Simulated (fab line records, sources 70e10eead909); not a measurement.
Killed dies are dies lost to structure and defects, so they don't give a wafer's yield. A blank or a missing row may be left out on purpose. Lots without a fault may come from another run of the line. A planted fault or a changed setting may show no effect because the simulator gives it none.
Chamber matching | flow nand_harc | NHARC_P_M0_ETCH_34 on rie_diel-11: 4 sister chambers
The step etches the open film in N2/H2, target depth 40 nm, overetch 12 nm, time 43.94 s. 14 wafers are shown with their chamber, then 7 later ones without.

WAFERS WITH THEIR CHAMBER
wafer  | chamber | showerhead_plenum_p_Torr (Torr) | drypump_motor_current_A (A) | rf_vpp_V (V)
L075.1 | 3       | 2.01                            | 5.9                         | 429.6
L075.4 | 2       | 1.88                            | 5.5                         | 426.3
L075.6 | 1       | 1.91                            | 6.1                         | 426.5
L079.3 | 1       | 1.91                            | 6.1                         | 428.5
L079.4 | 3       | 2.01                            | 5.9                         | 431.1
L079.5 | 3       | 2.01                            | 5.9                         | 429.3
L080.2 | 0       | 2.20                            | 6.2                         | 434.8
L080.3 | 2       | 1.87                            | 5.5                         | 425.7
L080.5 | 1       | 1.90                            | 6.1                         | 427.5
L084.1 | 1       | 1.90                            | 6.2                         | 426.5
L084.3 | 0       | 2.20                            | 6.2                         | 435.1
L084.6 | 2       | 1.87                            | 5.5                         | 425.6
L088.1 | 1       | 1.90                            | 6.1                         | 426.8
L088.4 | 3       | 2.00                            | 5.9                         | 429.9

SIGNATURES (means of the wafers above)
reading                  | chamber 0 | chamber 1 | chamber 2 | chamber 3 | scatter within a chamber
showerhead_plenum_p_Torr | 2.2000    | 1.9040    | 1.8733    | 2.0075    | 0.00512
drypump_motor_current_A  | 6.200     | 6.120     | 5.500     | 5.900     | 0.0283
rf_vpp_V                 | 434.950   | 427.160   | 425.867   | 429.975   | 0.715
Rule: a wafer's distance from a chamber is the root of the sum, over the readings, of the square of ((its reading less the chamber's mean) divided by the reading's scatter). The wafer belongs to the nearest chamber; if the next one is less than 2 further off, it can't be placed. The scatter: the root of (the sum of the squares of (reading less its chamber's mean) over the shown wafers, divided by (wafers less chambers)).

WAFERS WITHOUT THEIR CHAMBER
wafer  | showerhead_plenum_p_Torr (Torr) | drypump_motor_current_A (A) | rf_vpp_V (V)
L088.5 | 1.90                            | 6.1                         | 426.1
L093.2 | 2.19                            | 6.2                         | 435.0
L093.3 | 2.21                            | 5.5                         | 434.8
L093.5 | 2.21                            | 5.5                         | 433.3
L097.1 | 2.18                            | 6.2                         | 435.0
L097.3 | 2.21                            | 5.5                         | 434.2
L097.4 | 1.89                            | 6.1                         | 426.6

WHICH CHAMBER EACH WENT THROUGH
wafer  | from the rows above | in truth
L088.5 | 1                   | 1
L093.2 | 0                   | 0
L093.3 | 0                   | 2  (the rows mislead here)
L093.5 | 0                   | 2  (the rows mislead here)
L097.1 | 0                   | 0
L097.3 | 0                   | 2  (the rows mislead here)
L097.4 | 1                   | 1
Placed correctly: 4 of 7. Can't be placed from these rows: 0. Placed wrongly: 3.
